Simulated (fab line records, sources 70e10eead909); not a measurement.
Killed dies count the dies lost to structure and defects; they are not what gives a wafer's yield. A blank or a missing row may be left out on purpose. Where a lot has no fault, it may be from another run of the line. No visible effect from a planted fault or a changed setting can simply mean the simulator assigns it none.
Problem report, 8D (eight disciplines) form, completed by code | flow nand_harc | the parts of the form that need people (team, actions taken, sign-off) are left out

== 1. THE PROBLEM ==
Mean of run_length_s at NHARC_A_STAIRCASE_TRIM_196: 292.2 s across 3 wafers in 3 lots; on wafers with no fault it is 232.5 s (standard deviation 0.5). That is +99 or more standard deviations from the usual mean.
The step: chemistry O2, time 211.2 s.
Earliest sighting: wafer L460.2 on rie_diel-06 at day 14 06:01. Wafers with a number at this step in the record: 36, from 12 lots. Rule for "out" (also "out of limits"): further than 4 standard deviations from the usual mean. Any other wafer with a number is counted as sound.

== 2. WHAT IT IS AND WHAT IT IS NOT ==
question                    | is                     | is not
which readings at this step | run_length_s           | drypump_motor_current_A, oes_product_au, rf_vpp_V, showerhead_plenum_p_Torr, throttle_valve_pct
which lots                  | L458, L459, L460       | L447, L450, L453, L455, L456, L457, L466, L469, L470
which wafers of those lots  | L458.5, L459.1, L460.2 | L458.3, L458.4, L459.3, L459.5, L460.3, L460.5
read on which tools         | rie_diel-06            | rie_diel-02, rie_diel-13
when                        | from day 14 06:01      | up to then (20 sound wafers); but 13 sound wafers of L458, L459, L466, L469, L470 came after

== 3. WHAT RULES OUT EACH SUSPECT ==
Counting: any tool at a process step up to the reading remains a suspect provided it ran every lot that is out. Sound lots after the first of them don't rule it out here, since some wafers of a struck lot are sound.
- plasma_asher-02 at NHARC_A_STAIRCASE_STRIP_175 (strips in O2): kept. It ran every lot that is out, first L460 (day 14 03:20); its last sound lot up to then is L456 (day 12 20:56).
- rie_diel-06 at NHARC_A_STAIRCASE_TRIM_196 (chemistry O2, time 211.2 s): kept. It ran every lot that is out, first L460 (day 14 06:01); its last sound lot up to then is L457 (day 13 05:19). On those wafers its own readings are out: run_length_s.
- At NHARC_A_STAIRCASE_TRIM_196, inside rie_diel-06: chamber 0 took the wafers that are out, while their sound lot-mates went through chambers 1, 2, 3.
Left after counting: plasma_asher-02 at NHARC_A_STAIRCASE_STRIP_175, rie_diel-06 at NHARC_A_STAIRCASE_TRIM_196.

== 4. THE CAUSE (what the simulator had put in) ==
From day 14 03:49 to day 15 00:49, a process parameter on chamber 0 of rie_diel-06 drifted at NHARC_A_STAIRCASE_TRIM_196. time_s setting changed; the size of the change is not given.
Counting left 2 suspects, and this tool is among them.

== 5. THE CHAIN OF EFFECTS, in route order ==
Each row: a reading whose mean over the struck wafers that have a number lies more than 3 standard deviations from the usual. Only readings whose record carries a usual standard deviation are examined. hours: median over the lots of the time between each lot's start at the first step of this table that gives one and its start at this step. sigmas: the change, counted in usual standard deviations.
hours | step                       | reading      | usual   | on struck wafers | change | sigmas
0     | NHARC_A_STAIRCASE_TRIM_196 | run_length_s | 232.5 s | 292.2            | +59.7  | +99 or more
Process steps it contains:
- NHARC_A_STAIRCASE_TRIM_196: chemistry O2, time 211.2 s.

== 6. WHAT WOULD HAVE CAUGHT IT SOONER ==
The fault began at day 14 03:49; the first out-of-limits reading in this record came at day 14 06:01, 2 hours later.
